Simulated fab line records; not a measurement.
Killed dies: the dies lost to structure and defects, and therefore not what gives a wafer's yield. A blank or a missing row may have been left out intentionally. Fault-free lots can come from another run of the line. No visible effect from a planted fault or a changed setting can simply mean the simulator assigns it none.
Matching of chambers ; flow n5 finfet ; uv cure-01 running N5_BEOL_M11_CURE_71: 3 sister chambers
The step cures SiCOH lowk, time 240 s. 6 wafers are shown with their chamber, then 12 later ones without.

== WAFERS, EACH WITH ITS CHAMBER ==
wafer;chamber;wafer_temp_C_max;lamp power pct (%)
L078.2;1;388.3;52.26
L078.4;1;387.5;52.37
L086.4;2;387.0;52.27
L086.6;2;386.9;52.19
L088.2;0;387.0;52.25
L088.4;0;387.4;52.25

== WAFERS WHOSE CHAMBER IS MISSING ==
wafer;wafer_temp_C_max;lamp power pct (%)
L091.3;386.7;52.33
L091.4;386.5;52.27
L091.6;386.9;52.36
L092.1;387.0;52.37
L092.2;387.6;52.34
L092.5;387.0;52.32
L096.1;386.5;52.35
L096.2;386.8;52.24
L096.6;386.9;52.35
L097.1;387.1;52.41
L097.3;389.2;52.34
L097.5;388.3;52.37

== THE CHAMBER EACH PASSED THROUGH ==
wafer;from the rows above;in truth
L091.3;can't be placed: 2 or 0 or 1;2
L091.4;can't be placed: 2 or 0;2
L091.6;can't be placed: 0 or 2 or 1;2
L092.1;can't be placed: 0 or 2 or 1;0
L092.2;can't be placed: 1 or 0 or 2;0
L092.5;can't be placed: 0 or 2 or 1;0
L096.1;can't be placed: 2 or 0 or 1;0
L096.2;can't be placed: 2 or 0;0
L096.6;can't be placed: 0 or 2 or 1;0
L097.1;can't be placed: 1 or 0 or 2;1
L097.3;1;1
L097.5;1;1
2 of 12 placed correctly. Can't be placed from these rows: 10 (the true chamber is among the candidates in 10). Number placed wrongly: 0.
How it was worked out, from the rows above alone: a wafer's distance from a chamber is the root of the sum, over the readings, of the square of ((its reading less the chamber's mean) divided by the reading's scatter). If the next closest chamber is less than 2 further off than the closest, the wafer can't be placed; otherwise it belongs to the closest. For every chamber, the mean is computed from those of its wafers that are shown. How the scatter is found: for the shown wafers, subtract from each reading the mean of its chamber, square and add these, divide the total by (wafers less chambers), then take the root.
